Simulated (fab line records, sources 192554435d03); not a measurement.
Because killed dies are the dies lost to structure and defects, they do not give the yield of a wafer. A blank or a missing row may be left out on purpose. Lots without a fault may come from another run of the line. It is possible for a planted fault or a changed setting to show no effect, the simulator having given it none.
Split-lot trial    flow n5_finfet    39 wafers read from 7 lots, route of 1938 steps

THE SPLIT
At N5_BEOL_M1_ILD_DEP_00 (deposits SiOC from DEMS/O2, target thk 79 nm, time 15.3 s), the setting time_s was moved away from the recipe's 15.3 s on 18 of the 39 wafers read, by -40.7% to +21.3%. All remaining wafers had this setting at the recipe value.

No step appears in the file between the split and the reading.

THE READING
M1_ILD_THK in nanometres, read at N5_BEOL_M1_THK_MEAS_01. A value of 79.2 nm with a standard deviation of 1.1 nm is what fault-free wafers of this fab line usually give.

wafer   tool, chamber at the split  time_s as run, s  against the recipe  M1_ILD_THK, nm  against lot-mates on the recipe
L081.1  pecvd-01, 0                 15.3              recipe              78.9            -
L081.2  pecvd-01, 1                 15.3              recipe              78.2            -
L081.3  pecvd-01, 2                 9.969             -34.8%              51.2            -27.4
L081.4  pecvd-01, 2                 15.3              recipe              78.6            -
L081.5  pecvd-01, 1                 9.969             -34.8%              52.6            -26.0
L081.6  pecvd-01, 0                 9.969             -34.8%              52.8            -25.8
L084.1  pecvd-01, 0                 12.6              -17.6%              66.0            -13.6
L084.2  pecvd-01, 2                 15.3              recipe              79.9            -
L084.3  pecvd-01, 1                 15.3              recipe              78.2            -
L084.4  pecvd-01, 2                 12.6              -17.6%              66.2            -13.4
L084.5  pecvd-01, 1                 15.3              recipe              80.8            -
L084.6  pecvd-01, 0                 12.6              -17.6%              66.9            -12.7
L090.2  pecvd-02, 2                 15.3              recipe              79.2            -
L090.4  pecvd-02, 2                 15.3              recipe              79.0            -
L090.6  pecvd-02, 1                 15.3              recipe              78.5            -
L092.1  pecvd-01, 1                 9.72              -36.5%              50.1            -29.2
L092.2  pecvd-01, 0                 15.3              recipe              79.5            -
L092.3  pecvd-01, 2                 15.3              recipe              78.8            -
L092.4  pecvd-01, 1                 15.3              recipe              79.5            -
L092.5  pecvd-01, 2                 9.72              -36.5%              51.2            -28.1
L092.6  pecvd-01, 0                 9.72              -36.5%              52.2            -27.1
L093.1  pecvd-02, 1                 15.3              recipe              77.1            -
L093.2  pecvd-02, 2                 9.073             -40.7%              47.8            -31.4
L093.3  pecvd-02, 1                 9.073             -40.7%              46.5            -32.7
L093.4  pecvd-02, 2                 15.3              recipe              79.9            -
L093.5  pecvd-02, 2                 15.3              recipe              80.6            -
L093.6  pecvd-02, 1                 9.073             -40.7%              46.6            -32.6
L095.1  pecvd-04, 0                 11.52             -24.7%              58.2            -20.2
L095.2  pecvd-04, 2                 15.3              recipe              77.9            -
L095.3  pecvd-04, 1                 11.52             -24.7%              58.6            -19.8
L095.4  pecvd-04, 2                 11.52             -24.7%              60.3            -18.1
L095.5  pecvd-04, 1                 15.3              recipe              79.0            -
L095.6  pecvd-04, 0                 15.3              recipe              78.4            -
L096.1  pecvd-02, 1                 15.3              recipe              78.3            -
L096.2  pecvd-02, 2                 18.56             +21.3%              95.4            +16.3
L096.3  pecvd-02, 0                 15.3              recipe              78.8            -
L096.4  pecvd-02, 0                 15.3              recipe              80.3            -
L096.5  pecvd-02, 1                 18.56             +21.3%              95.6            +16.5
L096.6  pecvd-02, 2                 18.56             +21.3%              97.5            +18.4

THE FIT
A straight line over all 39 wafers: M1_ILD_THK changes by +0.781 nm for each +1% of time_s; r = +1.00; the points scatter about the line by 0.97 nm.
The same after taking each lot's own level away (the mean of its wafers on the recipe; 39 wafers): +0.779 nm for each +1%; r = +1.00; scatter 0.87 nm.
On that fit, the largest move of time_s shifts the reading by 32 nm.
The span of the lots' own levels, 78.43 to 79.63 nm, comes to 1.1 times the standard deviation stated above.
The two slopes agree, so the slope changes little with the lot-to-lot level.
Check: with one of the wafers moved furthest among these (-40.7%) left out of the fit, the line predicts -31.6 nm for it against its lot-mates. It came out at -31.4 nm against them.

OTHER SPLITS ON THESE WAFERS
Before the reading, these wafers also passed through other splits. Each is held against what the fit with the lots' levels taken away leaves over:
other split on the same wafers                wafers away from the commonest value  r with M1_ILD_THK (lot level and that fit taken away)
N5_FIN_SAQP_HM_DEP_03 time_s                  12                                    -0.02
N5_SD_EPI_N_ETCH_35 time_s                    15                                    +0.11
N5_SDB_ALD_29 ald_cycles                      15                                    -0.14
N5_MOL_CONTACT_COAG_SPUTTER_143 target_thk_a  9                                     -0.15
N5_BEOL_M0_SAQP_PECVD_97 time_s               15                                    +0.05

THE WHOLE CHAIN: every reading that the file lists as answering this split, in the file's order
step                    what it does                                               reading                                                                             change (the file's fit)                r (the file's)
N5_BEOL_M1_ILD_DEP_00   deposits SiOC from DEMS/O2, target thk 79 nm, time 15.3 s  SiOC_of_BEOL_M1_ILD_DEP_00.thk_nm (the simulator's own value, which no gauge read)  +0.778 nm for each +1% of the setting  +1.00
N5_BEOL_M1_THK_MEAS_01                                                             M1_ILD_THK                                                                          +0.777 for each +1% of the setting     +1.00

THE FILE'S OWN FIT
M1_ILD_THK changes by +0.777 nm for each +1% of time_s, r = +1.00.
